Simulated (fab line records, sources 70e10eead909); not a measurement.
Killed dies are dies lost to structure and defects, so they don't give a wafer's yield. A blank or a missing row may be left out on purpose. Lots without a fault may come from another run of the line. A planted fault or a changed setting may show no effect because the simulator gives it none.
Chamber matching | flow nand_harc | NHARC_A_BONDPAD_DESCUM_11 on rie_diel-09: 4 sister chambers
The step chemistry O2, time 3 s. 8 wafers are shown with their chamber, then 9 later ones without.

WAFERS WITH THEIR CHAMBER
wafer  | chamber | drypump_motor_current_A (A) | oes_product_au (a.u.)
L375.3 | 0       | 5.85                        | 1.002
L376.2 | 2       | 6.13                        | 0.994
L376.5 | 1       | 6.19                        | 1.006
L379.2 | 3       | 5.49                        | 1.006
L379.5 | 0       | 5.90                        | 0.994
L379.6 | 1       | 6.20                        | 1.008
L378.2 | 2       | 6.11                        | 1.000
L378.3 | 3       | 5.45                        | 1.007

WAFERS WITHOUT THEIR CHAMBER
wafer  | drypump_motor_current_A (A) | oes_product_au (a.u.)
L378.4 | 6.22                        | 1.014
L380.1 | 5.48                        | 1.003
L380.2 | 6.22                        | 1.007
L380.4 | 5.90                        | 0.989
L381.1 | 6.18                        | 1.005
L381.3 | 5.93                        | 0.986
L381.6 | 5.47                        | 1.002
L385.4 | 6.20                        | 0.994
L388.5 | 5.48                        | 1.028

WHICH CHAMBER EACH WENT THROUGH
wafer  | from the rows above     | in truth
L378.4 | 1                       | 1
L380.1 | 3                       | 3
L380.2 | 1                       | 1
L380.4 | 0                       | 0
L381.1 | 1                       | 1
L381.3 | 0                       | 0
L381.6 | 3                       | 3
L385.4 | can't be placed: 2 or 1 | 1
L388.5 | 3                       | 3
Placed correctly: 8 of 9. Can't be placed from these rows: 1 (the true chamber is among the candidates in 1). Placed wrongly: 0.
How it was worked out, from the rows above alone: a wafer's distance from a chamber is the root of the sum, over the readings, of the square of ((its reading less the chamber's mean) divided by the reading's scatter). The wafer belongs to the nearest chamber; if the next one is less than 2 further off, it can't be placed. A chamber's mean is the mean of its shown wafers. The scatter: the root of (the sum of the squares of (reading less its chamber's mean) over the shown wafers, divided by (wafers less chambers)).
